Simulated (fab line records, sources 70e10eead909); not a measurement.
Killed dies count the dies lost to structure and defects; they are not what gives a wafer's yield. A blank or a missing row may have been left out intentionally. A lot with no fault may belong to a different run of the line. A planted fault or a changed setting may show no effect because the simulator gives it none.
Comparing a struck lot with a sound one	flow nand-harc	14 out of 1159 route steps
Sound: the wafers L672.1, L672.4, L672.5. Wafers struck: L658.1, L658.4, L658.6. Last of all comes the cause.
Each step with rows lists, per side, the tool, then ch with its chambers, then its first start. Under that, the readings that differ: sound wafers	struck wafers	difference of the means	sigmas: that difference in standard deviations of wafers without a fault.
alike: readings whose means differ by less than 2 such deviations, and words and numbers that are the same on both sides. not compared: withheld readings, readings that some wafer has no value for, bounds like >300 that may hide the same value, and numbers for which the record gives no deviation and whose values overlap.
The two part at a step that has a row with sigmas, a row that says differs or no value, or rows on one side only. Numbers that don't overlap but have no deviation are shown without sigmas and don't part them. A reading that every wafer of one side lacks parts them only if that side has two wafers or more.

NHARC_A_STAIRCASE_ETCH_253: etches the open film in C4F8/O2, target depth 50 nm, time 20.2 s.
  sound on rie-diel-13 ch 0,1, day 15 17:38; struck on rie-diel-13 ch 1,2, day 12 07:31
  alike: oes-product-au, rf-vpp-V
  not compared: rf-hours-counter-h
NHARC_A_STAIRCASE_STRIP_254: strips in O2.
  sound on plasma-asher-01 ch 0,1, day 15 17:43; struck on plasma-asher-01 ch 0,1, day 12 07:38
  alike: drypump-motor-current-A, heater-power-w
  not compared: rf-hours-counter-h
then, 3 steps without rows for these wafers: NHARC_A_STAIRCASE_STRIP_255 (strips in SPM, time 900 s); NHARC_A_STAIRCASE_PRECLEAN_256 (cleans in SC1); NHARC_A_STAIRCASE_SRD_257.
NHARC_A_STAIRCASE_HM_DEP_456: deposits aC, target thk 1500 nm.
  sound on acl-dep-01 ch 0, day 15 20:29; struck on acl-dep-03 ch 0, day 12 10:10
  alike: throttle-valve-pct
NHARC_A_STAIRCASE_DEP_259: deposits SiON, target thk 30 nm.
  sound on pecvd-04 ch 1,2, day 15 22:19; struck on pecvd-03 ch 1,2, day 12 12:05
reading	sound	struck	difference	sigmas
showerhead-vpp-V (V)	1184 1181 1177	1040 1036 1115	-117	-2
  alike: heater-power-w
then, 5 steps without rows for these wafers: NHARC_A_STAIRCASE_DEHYDRATE_281 (time 120 s); NHARC_A_STAIRCASE_HMDS_282 (time 30 s); NHARC_A_STAIRCASE_COAT_283; NHARC_A_STAIRCASE_SOFTBAKE_284 (time 170 s); NHARC_A_STAIRCASE_EBR_285.
NHARC_A_STAIRCASE_EXPOSE_286: exposes mask CHOP 100.
  sound on krf-scanner-04 ch 0, day 15 22:55; struck on krf-scanner-04, day 12 12:38
  no value came back on the struck wafers for exposure-dose-mJ-cm2, focus-offset-nm (nm); on the sound wafers exposure-dose-mJ-cm2 reads 25.058 25.063 25.028
  alike: mask
then, 1 step without rows for these wafers: NHARC_A_STAIRCASE_PEB_287 (peb time 130 s).

WHERE THEY PART
At NHARC_A_STAIRCASE_DEP_259 first; at NHARC_A_STAIRCASE_EXPOSE_286 last (within this record only).

WHY: whatever the simulator had introduced
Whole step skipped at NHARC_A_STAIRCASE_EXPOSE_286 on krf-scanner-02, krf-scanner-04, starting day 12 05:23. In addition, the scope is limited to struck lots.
